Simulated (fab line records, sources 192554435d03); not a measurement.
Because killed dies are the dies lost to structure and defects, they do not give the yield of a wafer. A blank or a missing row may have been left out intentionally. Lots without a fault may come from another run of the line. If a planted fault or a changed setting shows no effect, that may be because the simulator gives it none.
Chamber matching | flow n5-finfet | 4 sister chambers for N5_BEOL_M9_CMP_52 on cmp-02
The step polishes, stops on SiCOH lowk, t overpolish 7 s, target thk 140 nm. 8 wafers are shown with their chamber, then 9 later ones without.

## WAFERS PAIRED WITH THEIR CHAMBERS
wafer  | chamber | motor-current-A (A) | overpolish-run-s (s)
L079.6 | 3       | 5.8                 | 7.013
L081.3 | 3       | 5.9                 | 7.004
L088.2 | 0       | 5.4                 | 6.988
L088.5 | 1       | 6.3                 | 6.991
L088.6 | 0       | 5.1                 | 7.006
L089.2 | 1       | 6.3                 | 6.990
L089.3 | 2       | 6.1                 | 7.018
L089.6 | 2       | 6.1                 | 7.009

## WAFERS WHOSE CHAMBER IS MISSING
wafer  | motor-current-A (A) | overpolish-run-s (s)
L095.2 | 5.5                 | 7.006
L095.3 | 6.5                 | 7.000
L095.5 | 6.4                 | 6.998
L097.2 | 5.1                 | 6.990
L097.3 | 6.0                 | 7.003
L097.6 | 6.3                 | 6.998
L096.2 | 5.6                 | 6.987
L096.4 | 6.0                 | 7.010
L096.6 | 6.0                 | 7.005

## CHAMBER TAKEN BY EACH
wafer  | from the rows above          | in truth
L095.2 | can't be placed: 0 or 3      | 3
L095.3 | can't be placed: 1 or 2      | 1
L095.5 | 1                            | 1
L097.2 | 0                            | 0
L097.3 | can't be placed: 3 or 2 or 1 | 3
L097.6 | can't be placed: 1 or 2      | 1
L096.2 | can't be placed: 0 or 3      | 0
L096.4 | can't be placed: 2 or 3      | 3
L096.6 | can't be placed: 2 or 3 or 1 | 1
Placed correctly: 2 of 9. These rows do not allow placing 7 (true chamber among the candidates in 7). Wrongly placed: 0.
How it was worked out, from the rows above alone: a wafer's distance from a chamber is the root of the sum, over the readings, of the square of ((its reading less the chamber's mean) divided by the reading's scatter). If the next closest chamber is less than 2 further off than the closest, the wafer can't be placed; otherwise it belongs to the closest. A chamber's mean is the mean of its shown wafers. The scatter is the square root of a quotient: the sum, over the shown wafers, of each reading's squared deviation from its chamber's mean, divided by wafers minus chambers.
